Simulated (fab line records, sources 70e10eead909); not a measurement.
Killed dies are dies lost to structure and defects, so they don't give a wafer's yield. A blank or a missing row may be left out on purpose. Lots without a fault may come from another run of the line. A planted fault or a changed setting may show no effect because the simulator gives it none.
A struck lot beside a sound one | flow nand_harc | 42 steps out of a route of 1302
Sound: wafers L504.1, L504.3, L504.6. Struck: wafers L502.3, L502.5, L502.6. The cause comes at the end.
At each step with rows: each side's tool, then ch and its chambers, then its first start. Under that, the readings that differ: sound wafers | struck wafers | difference of the means | sigmas: that difference in standard deviations of wafers without a fault.
alike: readings whose means differ by less than 2 such deviations, and words and numbers that are the same on both sides. not compared: withheld readings, readings that some wafer has no value for, bounds like >300 that may hide the same value, and numbers for which the record gives no deviation and whose values overlap.
The two part at a step that has a row with sigmas, a row that says differs or no value, or rows on one side only. Numbers that don't overlap but have no deviation are shown without sigmas and don't part them. A reading that every wafer of one side lacks parts them only if that side has two wafers or more.

first, 4 steps without rows for these wafers: NHARC_A_CONTACT_ETCH_49 (etches the open film in N2/H2, target depth 260 nm, time 475.3 s); NHARC_A_CONTACT_ETCH_50 (etches the open film in CF4/CHF3, target depth 121 nm, time 60.5 s); NHARC_A_CONTACT_ETCH_51 (etches the open film in O2/COS, target depth 7000 nm, time 1820 s); NHARC_A_CONTACT_ETCH_111 (etches the open film in C4F8/O2/Ar, time 140 s, target depth 700 nm).
NHARC_A_CONTACT_ETCH_112: etches the open film in C4F8/O2/Ar, time 190 s, target depth 1850 nm.
  sound on har_cap_etch-01 ch 0,1, day 25 09:13; struck on har_cap_etch-03 ch 0,1, day 25 05:37
  not compared: rf_hours_counter_h
NHARC_A_CONTACT_ETCH_113: etches the open film in C4F8/O2/Ar, time 190 s, target depth 1850 nm.
  sound on har_cap_etch-01 ch 0,1, day 25 09:23; struck on har_cap_etch-03 ch 0,1, day 25 05:51
  not compared: rf_hours_counter_h
then, 1 step without rows for these wafers: NHARC_A_CONTACT_ETCH_114 (etches the open film in C4F8/O2/Ar, time 190 s, target depth 1850 nm).
NHARC_A_CONTACT_ETCH_115: etches the open film in C4F8/O2/Ar, time 190 s, target depth 1850 nm.
  sound on har_cap_etch-01 ch 0,1, day 25 09:44; struck on har_cap_etch-03 ch 0,1, day 25 06:19
  not compared: rf_hours_counter_h
then, 2 steps without rows for these wafers: NHARC_A_CONTACT_ETCH_116 (etches the open film in C4F8/O2/Ar, time 190 s, target depth 1850 nm); NHARC_A_CONTACT_ETCH_117 (etches the open film in C4F8/O2/Ar, time 190 s, target depth 1850 nm).
NHARC_A_CONTACT_ETCH_118: etches the open film in C4F8/O2/Ar, time 190 s, target depth 1850 nm.
  sound on har_cap_etch-01 ch 0,1, day 25 10:14; struck on har_cap_etch-03 ch 0,1, day 25 07:00
  not compared: rf_hours_counter_h
then, 1 step without rows for these wafers: NHARC_A_CONTACT_ETCH_119 (etches the open film in C4F8/O2/Ar, time 190 s, target depth 1850 nm).
NHARC_A_CONTACT_ETCH_120: etches the open film in C4F8/O2/Ar, time 190 s, target depth 1850 nm.
  sound on har_cap_etch-01 ch 0,1, day 25 10:35; struck on har_cap_etch-03 ch 0,1, day 25 07:28
  not compared: rf_hours_counter_h
then, 1 step without rows for these wafers: NHARC_A_CONTACT_ETCH_121 (etches the open film in C4F8/O2/Ar, time 190 s, target depth 1850 nm).
NHARC_A_CONTACT_ETCH_122: etches the open film in C4F8/O2/Ar, time 190 s, target depth 1850 nm.
  sound on har_cap_etch-01 ch 0,1, day 25 10:55; struck on har_cap_etch-03 ch 0,1, day 25 07:55
  not compared: rf_hours_counter_h
then, 3 steps without rows for these wafers: NHARC_A_CONTACT_ETCH_123 (etches the open film in C4F8/O2/Ar, time 490 s, target depth 2110 nm); NHARC_A_CONTACT_ETCH_90 (etches the open film in CH3F/O2, target depth 40 nm, time 85.7 s); NHARC_A_CONTACT_ETCH_96 (etches the open film in C4F6/O2, target depth 20 nm, time 10 s).
NHARC_A_CONTACT_CD_MEAS_53:
  sound on cd_sem-02, day 25 12:47; struck on cd_sem-03, day 25 09:27
  reading    | sound             | struck            | difference | sigmas
  cd_nm (nm) | 290.2 291.3 290.6 | 289.2 289.0 289.4 | -1.5       | -3
then, 18 steps without rows for these wafers: NHARC_A_CONTACT_STRIP_99 (strips in N2/H2); NHARC_A_CONTACT_STRIP_100 (strips in CF4/CHF3); NHARC_A_CONTACT_STRIP_101 (strips in O2/COS); NHARC_A_CONTACT_ETCH_102 (etches the open film in CF4/O2, target depth 100 nm, overetch 10 nm, time 55 s); NHARC_A_CONTACT_STRIP_55 (strips in O2); NHARC_A_CONTACT_STRIP_56 (strips in post etch residue remover, time 600 s); NHARC_A_CONTACT_DEP_57 (deposits aC, target thk 5300 nm); NHARC_A_CONTACT_DEP_58 (deposits SiON, target thk 90 nm); NHARC_A_CONTACT_DEHYDRATE_59 (time 120 s); NHARC_A_CONTACT_HMDS_60 (time 30 s); NHARC_A_CONTACT_COAT_61 (time 75 s); NHARC_A_CONTACT_COAT_62 (time 65 s); NHARC_A_CONTACT_COAT_63 (resist thk 90 nm); NHARC_A_CONTACT_SOFTBAKE_64 (time 55 s); NHARC_A_CONTACT_EBR_65; NHARC_A_CONTACT_EXPOSE_66 (exposes mask A CC 2); NHARC_A_CONTACT_PEB_67 (peb time 65 s); NHARC_A_CONTACT_DEVELOP_68 (develop time 35 s).
NHARC_A_CONTACT_CD_MEAS_69: target cd 300 nm.
  sound on cd_sem-03 ch 0, day 25 20:12; struck on cd_sem-03 ch 0, day 25 14:22
  alike: cd_nm
NHARC_A_CONTACT_OVL_MEAS_70:
  sound on overlay-02, day 25 20:17; struck on overlay-01, day 25 14:27
  reading           | sound         | struck         | difference | sigmas
  overlay_x_nm (nm) | 1.1 1.5 1.9   | -0.9 -1.0 -0.5 | -2.3       | -3
  overlay_y_nm (nm) | -0.9 -1.1 0.0 | 1.5 0.9 1.5    | +2.0       | +2
then, 2 steps without rows for these wafers: NHARC_A_CONTACT_DESCUM_74 (chemistry O2, time 3 s); NHARC_A_CONTACT_ETCH_75 (etches the open film in CF4, target depth 39 nm, time 65 s).
-- the record jumps here: 3 days lie between the struck wafers' starts before and after (it left off in module A_CONTACT and takes up again in module END, whose first step shown is number 1302 of the route) --
NHARC_END_SORT_01:
  sound on prober-02 ch 0, day 28 11:41; struck on prober-01 ch 0, day 28 08:38
  reading         | sound    | struck     | difference | sigmas
  killed_at_array | 58 66 68 | 114 79 120 | +40        | +3
  killed_dies     | 61 71 73 | 120 84 129 | +43        | +3
  alike: killed_at_other, killed_at_periphery, killed_open, killed_short

WHERE THEY PART
First at NHARC_A_CONTACT_CD_MEAS_53; last, within this record, at NHARC_END_SORT_01.

WHY: what the simulator had put in
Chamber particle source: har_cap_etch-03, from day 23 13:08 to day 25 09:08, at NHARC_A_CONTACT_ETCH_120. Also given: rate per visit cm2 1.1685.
